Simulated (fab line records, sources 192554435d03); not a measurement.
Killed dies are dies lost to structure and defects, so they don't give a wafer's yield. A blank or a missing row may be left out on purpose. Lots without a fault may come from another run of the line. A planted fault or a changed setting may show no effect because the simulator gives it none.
fab line records | flow n5_finfet | part 1 of 2: steps 1 to 4 of 6
record lots=22 wafers=66 last_day=18
route steps=1938 shown BEOL_M6@1241 BEOL_M7@1279
lots that met no fault: from a run of the same line without faults
start_h: hours from the record's first day to the start of the lot's first wafer shown | wait_h: hours since the lot's step before | " the same as in the row above | L1.1+2: a row that stands for several wafers | - no value, or no start given | * or withheld: withheld | < > ~ a bound
route shown NAME@n: a module of which the file shows steps, and the number in the route of the first | usual: mean/standard deviation of fault-free wafers | same: alike in all rows | chamber/n: place in a boat | sites: the reading at each site | _std_site: their standard deviation | _edge_site: outer sites' mean less inner sites' | radius_mm: how far each site lies from the wafer's centre | mask NAME#n: copy n | behind: the tool/chamber that last shaped the wafer | hold: why the lot was held/for how many hours/how that ended | device: the transistor (n, p or np) that didn't switch | end of line: the same wafers' tests at the end of the route | a step without rows: its recipe alone | killed: dies lost to structure and defects at the first sort, not the wafer's yield | map: a wafer's dies, x killed, . not, _ none there
set.NAME: the setting as run; set.NAME@STEP: as run at that earlier step | model.NAME: the simulator's own value behind a step, which no gauge read
steps of the route over a sample of lots; a table a step, a row a wafer
services: from which hour (start_h, from the record's first day; less than 0 if before it) a tool's chamber was out of use, for how many hours, and why
## steps
# step N5_BEOL_M6_STRIP_80
# recipe chemistry=N2/H2 time_s=10 power_w=450 temp_c=40 pressure_mtorr=20 rf_frequency_hz=6e+07 bias_power_w=7 n2_flow_sccm=200 h2_flow_sccm=200
# usual bias_power_w=7.003/0.021 drypump_motor_current_A=5.6/0.5 oes_product_au=0.82/0.081 rf_vpp_V=59.2/0.88 showerhead_plenum_p_Torr=2.56/0.086 throttle_valve_pct=23.4/0.3
# columns lot.wafer tool chamber start_h wait_h bias_power_w drypump_motor_current_A oes_product_au rf_hours_counter_h rf_vpp_V showerhead_plenum_p_Torr throttle_valve_pct
L075.3 rie_diel-06 3 - - 6.992 6.7 0.70 217 59.2 2.60 23.6
L075.4 " 3 " " 7.016 6.6 0.70 - 59.7 2.60 23.6
L075.6 " 1 " " 7.033 5.1 0.66 - 59.6 2.49 23.4
L074.2 rie_diel-02 3 - - 7.006 5.8 0.80 114 59.6 2.56 23.5
L074.5 " 2 " " 7.048 5.3 0.87 - 59.3 2.69 23.0
L074.6 " 3 " " 6.989 5.8 0.79 - 58.7 2.56 23.5
L077.1 rie_diel-02 2 - - 7.015 5.3 0.86 46 58.0 2.68 23.0
L077.2 " 3 " " 7.008 5.8 0.80 115 59.6 2.56 23.5
L077.3 " 1 " " 7.057 6.0 0.71 221 60.9 2.61 23.8
L078.1 rie_diel-05 1 - - 6.989 4.9 0.89 28 59.2 2.48 22.8
L078.5 " 1 " " 6.985 4.8 0.90 - 58.3 2.48 22.8
L078.6 " 0 " " 7.000 5.2 0.79 - 59.7 2.45 23.6
L079.3 rie_diel-02 1 - - 7.031 6.0 0.71 228 60.2 2.61 23.8
L079.5 " 1 " " 7.021 6.0 0.70 - 59.9 2.61 23.8
L079.6 " 0 " " 6.955 5.7 0.83 - 59.1 2.46 23.1
L080.3 rie_diel-05 1 - - 7.014 4.9 0.87 35 59.5 2.48 22.8
L080.4 " 3 " " 7.006 5.4 0.98 1 58.7 2.50 23.4
L080.6 " 3 " " 7.008 5.4 0.98 - 60.2 2.50 23.4
L081.3 rie_diel-02 0 - - 6.989 5.7 0.82 87 58.3 2.46 23.1
L081.4 " 2 " " 6.991 5.3 0.85 55 59.7 2.68 23.0
L081.5 " 3 " " 7.009 5.8 0.79 - 58.5 2.55 23.5
L082.2 rie_diel-02 2 - - 7.002 5.4 0.85 55 59.4 2.68 23.0
L082.3 " 3 " " 6.996 5.8 0.79 129 60.1 2.55 23.5
L082.6 " 2 " " 6.973 5.4 0.86 - 60.3 2.68 23.0
L083.2 rie_diel-06 3 - - 6.992 6.7 0.70 227 59.2 2.59 23.6
L083.5 " 3 " " 6.983 6.7 0.70 - 58.7 2.59 23.6
L083.6 " 2 " " 7.002 6.4 0.70 - 59.3 2.39 24.1
L084.1 rie_diel-05 3 - - 7.018 5.4 0.93 11 58.9 2.50 23.4
L084.3 " 2 " " 6.976 5.6 0.77 138 59.0 2.54 23.5
L084.5 " 2 " " 6.984 5.6 0.77 - 59.2 2.54 23.5
L085.1 rie_diel-02 0 - - 7.032 5.7 0.80 96 57.7 2.45 23.1
L085.3 " 2 " " 6.999 5.3 0.84 63 59.9 2.68 23.0
L085.4 " 1 " " 7.004 6.0 0.69 242 59.8 2.61 23.8
L086.2 rie_diel-02 2 - - 7.000 5.4 0.84 67 60.0 2.68 23.1
L086.4 " 0 " " 7.023 5.7 0.81 100 57.0 2.45 23.1
L086.5 " 3 " " 7.021 5.8 0.77 - 59.5 2.55 23.5
L087.1 rie_diel-05 0 - - 6.985 5.3 0.76 147 59.5 2.44 23.6
L087.4 " 1 " " 7.015 4.9 0.84 58 58.4 2.47 22.8
L087.5 " 1 " " 7.002 4.9 0.84 - 57.8 2.47 22.8
L089.1 rie_diel-02 0 - - 6.999 5.7 0.80 110 58.6 2.45 23.2
L089.4 " 0 " " 6.973 5.7 0.79 - 58.6 2.45 23.1
L089.6 " 3 " " 7.002 5.8 0.77 - 60.7 2.54 23.6
L088.2 rie_diel-06 0 - - 7.040 5.0 0.84 86 58.9 2.68 23.2
L088.5 " 3 " " 6.969 6.6 0.68 - 58.4 2.58 23.7
L088.6 " 0 " " 6.987 5.0 0.85 - 60.6 2.68 23.2
L091.2 rie_diel-02 2 - - 6.986 5.3 0.82 80 60.1 2.67 23.1
L091.5 " 2 " " 7.001 5.3 0.82 - 60.4 2.67 23.1
L091.6 " 1 " " 6.973 6.0 0.97 - 61.4 2.60 23.7
L093.1 rie_diel-05 0 - - 7.008 5.3 0.75 154 59.5 2.44 23.7
L093.2 " 3 " " 6.989 5.4 0.89 30 58.3 2.49 23.4
L093.6 " 1 " " 7.023 4.9 0.83 - 58.7 2.47 22.8
L094.1 rie_diel-02 1 - - 7.016 6.0 0.92 5 59.1 2.60 23.7
L094.4 " 2 " " 6.991 5.3 0.82 85 60.2 2.67 23.1
L094.5 " 1 " " 7.004 6.0 0.93 - 59.8 2.60 23.7
L092.4 rie_diel-02 1 - - 7.021 6.0 0.94 6 59.0 2.60 23.7
L092.5 " 2 " " 6.966 5.3 0.83 - 60.7 2.67 23.1
L092.6 " 1 " " 6.980 6.0 0.94 - 59.1 2.60 23.7
L095.1 rie_diel-05 3 - - 7.033 5.4 0.88 35 59.5 2.49 23.4
L095.3 " 0 " " 7.033 5.3 0.76 157 58.9 2.43 23.7
L095.4 " 1 " " 6.974 4.8 0.83 69 59.0 2.46 22.9
L096.3 rie_diel-06 3 - - 6.994 6.6 1.02 2 59.5 2.58 23.3
L096.4 " 2 " " 7.007 6.4 0.95 9 60.0 2.70 23.9
L096.6 " 1 " " 7.001 5.1 0.87 - 58.4 2.48 23.2
L097.2 rie_diel-06 1 - - 7.030 5.1 0.86 34 59.4 2.48 23.2
L097.3 " 0 " " 7.007 5.0 0.83 103 58.0 2.67 23.3
L097.5 " 2 " " 7.004 6.5 0.95 - 60.9 2.70 23.9
# step N5_BEOL_M6_THK_MEAS_53
# recipe thk_meas_gauge=xrf reads=Cu_of_BEOL_M6_ECD_50
# usual M6_THK=78.3/2
# columns lot.wafer tool chamber start_h wait_h M6_THK[nm]
L075.3 film_metro-01 - 184.04 - 78.0
L075.4 " - " " 76.1
L075.6 " - " " 80.4
L074.2 film_metro-02 - 199.79 - 77.4
L074.5 " - " " 75.3
L074.6 " - " " 76.3
L077.1 film_metro-01 - 201.89 - 75.9
L077.2 " - " " 79.7
L077.3 " - " " 77.3
L078.1 film_metro-01 - 213.50 - 78.3
L078.5 " - " " 79.7
L078.6 " - " " 75.0
L079.3 film_metro-01 - 215.36 - 78.4
L079.5 " - " " 79.7
L079.6 " - " " 80.7
L080.3 film_metro-01 - 223.60 - 78.8
L080.4 " - " " 79.7
L080.6 " - " " 78.9
L081.3 film_metro-01 - 228.11 - 82.7
L081.4 " - " " 78.2
L081.5 " - " " 79.6
L082.2 film_metro-01 - 228.73 - 77.6
L082.3 " - " " 79.9
L082.6 " - " " 77.5
L083.2 film_metro-01 - 233.44 - 77.8
L083.5 " - " " 76.4
L083.6 " - " " 77.8
L084.1 film_metro-02 - 246.42 - 77.4
L084.3 " - " " 76.9
L084.5 " - " " 76.1
L085.1 film_metro-02 - 252.31 - 78.4
L085.3 " - " " 78.6
L085.4 " - " " 76.2
L086.2 film_metro-01 - 261.16 - 78.1
L086.4 " - " " 80.2
L086.5 " - " " 79.2
L087.1 film_metro-01 - 283.24 - 74.7
L087.4 " - " " 76.3
L087.5 " - " " 76.0
L089.1 film_metro-01 - 287.52 - 80.2
L089.4 " - " " 79.2
L089.6 " - " " 78.5
L088.2 film_metro-01 - 287.70 - 82.1
L088.5 " - " " 77.7
L088.6 " - " " 81.9
L091.2 film_metro-01 - 295.16 - 78.2
L091.5 " - " " 77.6
L091.6 " - " " 75.7
L093.1 film_metro-01 - 304.45 - 76.8
L093.2 " - " " 76.6
L093.6 " - " " 77.3
L094.1 film_metro-01 - 310.64 - 78.5
L094.4 " - " " 76.1
L094.5 " - " " 78.4
L092.4 film_metro-01 - 310.93 - 79.3
L092.5 " - " " 79.3
L092.6 " - " " 79.7
L095.1 film_metro-01 - 317.28 - 77.1
L095.3 " - " " 77.2
L095.4 " - " " 80.3
L096.3 film_metro-02 - 326.12 - 79.4
L096.4 " - " " 80.1
L096.6 " - " " 81.9
L097.2 film_metro-01 - 329.47 - 82.4
L097.3 " - " " 79.3
L097.5 " - " " 81.5
# step N5_BEOL_M6_RS_MEAS_57
# recipe thk_meas_gauge=four-point-probe reads=Cu_of_BEOL_M6_ECD_50+Co_of_BEOL_M6_CVD_78+TaN_of_BEOL_M6_ALD_77
# usual M6_RS=0.288/0.0088
# columns lot.wafer tool chamber start_h wait_h M6_RS[ohm/sq]
L075.3 film_metro-01 - 184.17 0.1 0.295
L075.4 " - " " 0.304
L075.6 " - " " 0.284
L074.2 film_metro-02 - 199.93 0.1 0.291
L074.5 " - " " 0.299
L074.6 " - " " 0.296
L077.1 film_metro-02 - 202.02 0.1 0.299
L077.2 " - " " 0.283
L077.3 " - " " 0.292
L078.1 film_metro-01 - 213.63 0.1 0.291
L078.5 " - " " 0.285
L078.6 " - " " 0.308
L079.3 film_metro-01 - 215.49 0.1 0.289
L079.5 " - " " 0.284
L079.6 " - " " 0.278
L080.3 film_metro-02 - 223.76 0.1 0.288
L080.4 " - " " 0.284
L080.6 " - " " 0.288
L081.3 film_metro-01 - 228.24 0.1 0.270
L081.4 " - " " 0.289
L081.5 " - " " 0.282
L082.2 film_metro-01 - 228.89 0.1 0.290
L082.3 " - " " 0.281
L082.6 " - " " 0.292
L083.2 film_metro-02 - 233.60 0.1 0.293
L083.5 " - " " 0.296
L083.6 " - " " 0.292
L084.1 film_metro-02 - 246.55 0.1 0.293
L084.3 " - " " 0.294
L084.5 " - " " 0.297
L085.1 film_metro-01 - 252.48 0.1 0.287
L085.3 " - " " 0.284
L085.4 " - " " 0.297
L086.2 film_metro-01 - 261.32 0.1 0.290
L086.4 " - " " 0.282
L086.5 " - " " 0.284
L087.1 film_metro-01 - 283.37 0.1 0.303
L087.4 " - " " 0.296
L087.5 " - " " 0.297
L089.1 film_metro-01 - 287.65 0.1 0.279
L089.4 " - " " 0.284
L089.6 " - " " 0.284
L088.2 film_metro-01 - 287.83 0.1 0.274
L088.5 " - " " 0.291
L088.6 " - " " 0.274
L091.2 film_metro-01 - 295.29 0.1 0.286
L091.5 " - " " 0.288
L091.6 " - " " 0.298
L093.1 film_metro-01 - 304.58 0.1 0.294
L093.2 " - " " 0.295
L093.6 " - " " 0.291
L094.1 film_metro-01 - 310.77 0.1 0.286
L094.4 " - " " 0.295
L094.5 " - " " 0.286
L092.4 film_metro-01 - 311.06 0.0 0.282
L092.5 " - " " 0.286
L092.6 " - " " 0.283
L095.1 film_metro-02 - 317.41 0.1 0.295
L095.3 " - " " 0.296
L095.4 " - " " 0.283
L096.3 film_metro-02 - 326.25 0.1 0.280
L096.4 " - " " 0.277
L096.6 " - " " 0.270
L097.2 film_metro-02 - 329.60 0.1 0.274
L097.3 " - " " 0.284
L097.5 " - " " 0.275
# step N5_BEOL_M7_DESCUM_16
# recipe chemistry=O2 time_s=7.9 source_power_w=50 bias_power_w=20 pressure_mtorr=20 rf_frequency_hz=2.712e+07 temp_c=40 resist=CAR-ArF o2_flow_sccm=225
# usual bias_power_w=20.00/0.058 drypump_motor_current_A=5.6/0.46 oes_product_au=0.81/0.098 rf_vpp_V=242.7/1.3 showerhead_plenum_p_Torr=2.06/0.066 throttle_valve_pct=20.23/0.24
# columns lot.wafer tool chamber start_h wait_h bias_power_w drypump_motor_current_A oes_product_au rf_hours_counter_h rf_vpp_V showerhead_plenum_p_Torr throttle_valve_pct
L075.3 rie_diel-03 1 186.25 0.3 20.01 6.3 0.67 243 244.5 2.15 20.79
L075.4 " 3 " " 20.06 5.7 0.66 239 242.1 2.07 20.57
L075.6 " 0 " " 20.02 6.0 0.68 - 243.2 2.04 20.09
L074.2 rie_diel-03 2 201.25 0.0 20.07 5.0 0.96 10 243.3 2.12 19.95
L074.5 " 1 " " 20.01 6.3 0.68 - 243.0 2.15 20.80
L074.6 " 0 " " 20.09 6.1 0.68 - 241.1 2.04 20.10
L077.1 rie_diel-04 3 203.93 0.2 20.10 5.2 0.69 211 242.2 1.98 20.26
L077.2 " 1 " " 19.89 5.7 0.76 146 241.7 1.93 20.24
L077.3 " 0 " " 20.00 5.8 0.68 247 243.7 2.05 20.64
L078.1 rie_diel-03 2 215.30 0.0 19.98 5.0 0.94 14 244.5 2.12 19.96
L078.5 " 0 " " 19.93 6.1 0.68 - 241.2 2.04 20.08
L078.6 " 3 " " 20.08 5.7 0.67 - 242.3 2.06 20.58
L079.3 rie_diel-04 2 216.96 0.0 20.05 6.2 0.86 57 243.2 2.12 19.94
L079.5 " 3 " " 19.96 5.2 0.68 - 241.9 1.98 20.28
L079.6 " 0 " " 20.09 5.8 0.68 - 242.6 2.05 20.64
L080.3 rie_diel-04 0 226.43 0.0 20.00 5.8 0.68 253 242.6 2.05 20.64
L080.4 " 3 " " 19.99 5.1 0.68 217 241.1 1.98 20.27
L080.6 " 3 " " 19.93 5.1 0.68 - 242.3 1.98 20.26
L081.3 rie_diel-01 2 230.13 0.2 20.11 5.2 0.76 148 241.4 2.02 20.35
L081.4 " 1 " " 20.01 5.8 0.83 88 242.0 2.02 20.11
L081.5 " 1 " " 20.05 5.8 0.84 - 242.9 2.03 20.10
L082.2 rie_diel-01 0 230.66 0.3 19.93 5.0 0.89 22 243.0 2.06 20.05
L082.3 " 2 " " 20.01 5.2 0.76 148 241.2 2.02 20.38
L082.6 " 1 " " 19.97 5.7 0.84 - 241.8 2.02 20.11
L083.2 rie_diel-04 3 236.12 0.0 19.93 5.2 0.68 221 241.5 1.98 20.29
L083.5 " 3 " " 19.93 5.2 0.67 - 240.5 1.98 20.28
L083.6 " 2 " " 19.92 6.2 0.86 - 243.7 2.12 19.97
L084.1 rie_diel-03 3 249.93 0.2 20.03 5.7 0.66 262 242.5 2.06 20.60
L084.3 " 2 " " 20.01 5.0 0.90 30 243.5 2.11 19.98
L084.5 " 3 " " 20.11 5.7 0.65 - 241.3 2.06 20.60
L085.1 rie_diel-03 3 255.80 0.0 19.88 5.7 0.65 265 244.0 2.06 20.60
L085.3 " 2 " " 19.88 5.1 0.88 32 244.0 2.11 20.00
L085.4 " 3 " " 19.86 5.7 0.65 - 242.6 2.06 20.60
L086.2 rie_diel-03 1 264.51 0.0 20.02 6.3 0.90 14 243.3 2.14 20.56
L086.4 " 1 " " 20.00 6.3 0.89 - 244.0 2.14 20.53
L086.5 " 2 " " 20.08 5.0 0.88 - 244.9 2.11 20.00
L087.1 rie_diel-01 1 285.62 0.0 20.05 5.8 0.82 108 242.1 2.02 20.13
L087.4 " 3 " " 20.04 5.6 0.74 187 244.5 2.16 20.22
L087.5 " 0 " " 19.98 4.9 0.87 - 243.5 2.05 20.09
L089.1 rie_diel-03 1 289.48 0.1 19.95 6.3 0.88 22 244.2 2.14 20.56
L089.4 " 3 " " 20.09 5.7 0.97 3 242.0 2.06 20.30
L089.6 " 2 " " 19.99 5.0 0.86 - 245.9 2.11 20.00
L088.2 rie_diel-01 0 289.70 0.0 19.97 5.0 0.87 36 241.4 2.05 20.08
L088.5 " 3 " " 19.99 5.6 0.73 - 244.5 2.16 20.23
L088.6 " 0 " " 19.94 4.9 0.88 - 242.4 2.05 20.10
L091.2 rie_diel-01 0 298.03 0.0 19.95 4.9 0.87 39 242.4 2.05 20.09
L091.5 " 2 " " 20.05 5.2 0.75 - 242.8 2.01 20.40
L091.6 " 1 " " 20.05 5.8 0.81 - 242.4 2.02 20.16
L093.1 rie_diel-04 2 308.11 0.0 19.87 6.2 0.83 87 242.5 2.11 19.98
L093.2 " 3 " " 19.93 5.2 0.67 243 242.2 1.97 20.32
L093.6 " 1 " " 19.94 5.7 0.73 - 241.7 1.92 20.31
L094.1 rie_diel-04 1 312.48 0.2 20.01 5.7 0.73 181 241.5 1.92 20.30
L094.4 " 2 " " 19.92 6.2 0.82 89 242.6 2.11 20.00
L094.5 " 2 " " 19.97 6.2 0.83 - 243.7 2.11 19.99
L092.4 rie_diel-03 3 312.61 0.1 20.00 5.7 0.93 9 242.0 2.05 20.31
L092.5 " 0 " " 20.05 6.0 0.95 - 241.7 2.03 19.81
L092.6 " 1 " " 19.96 6.3 0.87 - 244.2 2.14 20.56
L095.1 rie_diel-03 1 320.25 0.0 20.08 6.3 0.87 31 244.3 2.14 20.57
L095.3 " 0 " " 19.99 6.0 0.95 17 243.6 2.03 19.81
L095.4 " 2 " " 20.00 5.0 0.87 52 244.2 2.10 20.00
L096.3 rie_diel-01 2 329.23 0.0 19.95 5.2 0.74 182 239.7 2.01 20.41
L096.4 " 0 " " 20.09 5.0 0.86 48 242.1 2.05 20.10
L096.6 " 0 " " 20.08 5.0 0.87 - 242.0 2.05 20.10
L097.2 rie_diel-04 1 331.97 0.0 20.03 5.7 0.72 187 240.0 1.91 20.31
L097.3 " 0 " " 20.00 5.8 0.91 20 242.9 2.04 20.32
L097.5 " 2 " " 20.08 6.2 0.82 - 242.5 2.11 20.01
